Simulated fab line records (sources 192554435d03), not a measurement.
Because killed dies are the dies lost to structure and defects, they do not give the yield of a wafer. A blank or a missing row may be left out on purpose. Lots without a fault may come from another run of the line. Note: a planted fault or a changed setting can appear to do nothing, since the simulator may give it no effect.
Chamber matching :: flow n5 finfet :: 4 sister chambers for N5_BEOL_M7_DESCUM_16 on rie diel-04
The step chemistry O2, time 7.9 s. 22 wafers are shown with their chamber, then 11 later ones without.

WAFERS WITH THEIR CHAMBER
wafer: L075.1
chamber: 3
showerhead plenum p Torr (Torr): 2.23
throttle valve pct (%): 19.95
oes product au (a.u.): 0.95

wafer: L075.2
chamber: 1
showerhead plenum p Torr (Torr): 2.03
throttle valve pct (%): 20.52
oes product au (a.u.): 0.86

wafer: L075.5
chamber: 1
showerhead plenum p Torr (Torr): 2.03
throttle valve pct (%): 20.52
oes product au (a.u.): 0.85

wafer: L077.1
chamber: 3
showerhead plenum p Torr (Torr): 2.23
throttle valve pct (%): 19.96
oes product au (a.u.): 0.92

wafer: L077.3
chamber: 1
showerhead plenum p Torr (Torr): 2.03
throttle valve pct (%): 20.52
oes product au (a.u.): 0.84

wafer: L077.4
chamber: 2
showerhead plenum p Torr (Torr): 2.17
throttle valve pct (%): 20.43
oes product au (a.u.): 0.75

wafer: L078.1
chamber: 1
showerhead plenum p Torr (Torr): 2.03
throttle valve pct (%): 20.54
oes product au (a.u.): 0.84

wafer: L078.2
chamber: 2
showerhead plenum p Torr (Torr): 2.17
throttle valve pct (%): 20.43
oes product au (a.u.): 0.76

wafer: L078.5
chamber: 2
showerhead plenum p Torr (Torr): 2.17
throttle valve pct (%): 20.42
oes product au (a.u.): 0.76

wafer: L079.2
chamber: 0
showerhead plenum p Torr (Torr): 2.16
throttle valve pct (%): 20.48
oes product au (a.u.): 0.70

wafer: L079.4
chamber: 1
showerhead plenum p Torr (Torr): 2.03
throttle valve pct (%): 20.52
oes product au (a.u.): 0.82

wafer: L079.6
chamber: 3
showerhead plenum p Torr (Torr): 2.23
throttle valve pct (%): 19.94
oes product au (a.u.): 0.90

wafer: L083.1
chamber: 2
showerhead plenum p Torr (Torr): 2.17
throttle valve pct (%): 20.42
oes product au (a.u.): 0.74

wafer: L083.3
chamber: 3
showerhead plenum p Torr (Torr): 2.23
throttle valve pct (%): 19.97
oes product au (a.u.): 0.91

wafer: L083.4
chamber: 0
showerhead plenum p Torr (Torr): 2.16
throttle valve pct (%): 20.48
oes product au (a.u.): 0.70

wafer: L082.1
chamber: 1
showerhead plenum p Torr (Torr): 2.03
throttle valve pct (%): 20.54
oes product au (a.u.): 0.84

wafer: L082.3
chamber: 0
showerhead plenum p Torr (Torr): 2.16
throttle valve pct (%): 20.48
oes product au (a.u.): 0.70

wafer: L082.5
chamber: 3
showerhead plenum p Torr (Torr): 2.23
throttle valve pct (%): 19.96
oes product au (a.u.): 0.91

wafer: L084.1
chamber: 1
showerhead plenum p Torr (Torr): 2.03
throttle valve pct (%): 20.51
oes product au (a.u.): 0.84

wafer: L084.3
chamber: 3
showerhead plenum p Torr (Torr): 2.22
throttle valve pct (%): 19.97
oes product au (a.u.): 0.90

wafer: L084.6
chamber: 1
showerhead plenum p Torr (Torr): 2.03
throttle valve pct (%): 20.52
oes product au (a.u.): 0.84

wafer: L085.3
chamber: 3
showerhead plenum p Torr (Torr): 2.22
throttle valve pct (%): 19.97
oes product au (a.u.): 0.90

SIGNATURES, as means of the wafers listed above
reading: showerhead plenum p Torr
chamber 0: 2.1600
chamber 1: 2.0300
chamber 2: 2.1700
chamber 3: 2.2271
scatter within a chamber: 0.00282

reading: throttle valve pct
chamber 0: 20.4800
chamber 1: 20.5237
chamber 2: 20.4250
chamber 3: 19.9600
scatter within a chamber: 0.00968

reading: oes product au
chamber 0: 0.7000
chamber 1: 0.8412
chamber 2: 0.7525
chamber 3: 0.9129
scatter within a chamber: 0.0131
Rule: a wafer lies at a distance from a chamber equal to the root of the sum of squares, over the readings, of (its reading less the chamber's mean, divided by the reading's scatter). If the next closest chamber is less than 2 further off than the closest, the wafer can't be placed; otherwise it belongs to the closest. The scatter: the root of (the sum of the squares of (reading less its chamber's mean) over the shown wafers, divided by (wafers less chambers)).

WAFERS WITHOUT THEIR CHAMBER
wafer: L085.4
showerhead plenum p Torr (Torr): 2.17
throttle valve pct (%): 20.44
oes product au (a.u.): 0.75

wafer: L085.5
showerhead plenum p Torr (Torr): 2.22
throttle valve pct (%): 19.97
oes product au (a.u.): 0.90

wafer: L086.4
showerhead plenum p Torr (Torr): 2.17
throttle valve pct (%): 20.44
oes product au (a.u.): 0.74

wafer: L086.5
showerhead plenum p Torr (Torr): 2.02
throttle valve pct (%): 20.54
oes product au (a.u.): 0.83

wafer: L086.6
showerhead plenum p Torr (Torr): 2.16
throttle valve pct (%): 20.48
oes product au (a.u.): 0.70

wafer: L088.2
showerhead plenum p Torr (Torr): 2.22
throttle valve pct (%): 20.00
oes product au (a.u.): 0.89

wafer: L088.4
showerhead plenum p Torr (Torr): 2.17
throttle valve pct (%): 20.46
oes product au (a.u.): 0.74

wafer: L088.5
showerhead plenum p Torr (Torr): 2.16
throttle valve pct (%): 20.50
oes product au (a.u.): 0.70

wafer: L089.1
showerhead plenum p Torr (Torr): 2.17
throttle valve pct (%): 20.46
oes product au (a.u.): 0.73

wafer: L089.5
showerhead plenum p Torr (Torr): 2.17
throttle valve pct (%): 20.45
oes product au (a.u.): 0.73

wafer: L089.6
showerhead plenum p Torr (Torr): 2.22
throttle valve pct (%): 19.97
oes product au (a.u.): 0.88

WHICH CHAMBER EACH WENT THROUGH
wafer: L085.4
from the rows above: 2
in truth: 2

wafer: L085.5
from the rows above: 3
in truth: 3

wafer: L086.4
from the rows above: 2
in truth: 2

wafer: L086.5
from the rows above: 1
in truth: 1

wafer: L086.6
from the rows above: 0
in truth: 0

wafer: L088.2
from the rows above: 3
in truth: 3

wafer: L088.4
from the rows above: can't be placed: 2 or 0
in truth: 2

wafer: L088.5
from the rows above: 0
in truth: 0

wafer: L089.1
from the rows above: can't be placed: 2 or 0
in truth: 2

wafer: L089.5
from the rows above: 2
in truth: 2

wafer: L089.6
from the rows above: 3
in truth: 3
Correctly placed: 9 of 11. Not placeable from these rows: 2 (in 2, the candidates include the true chamber). Placed wrongly: 0.
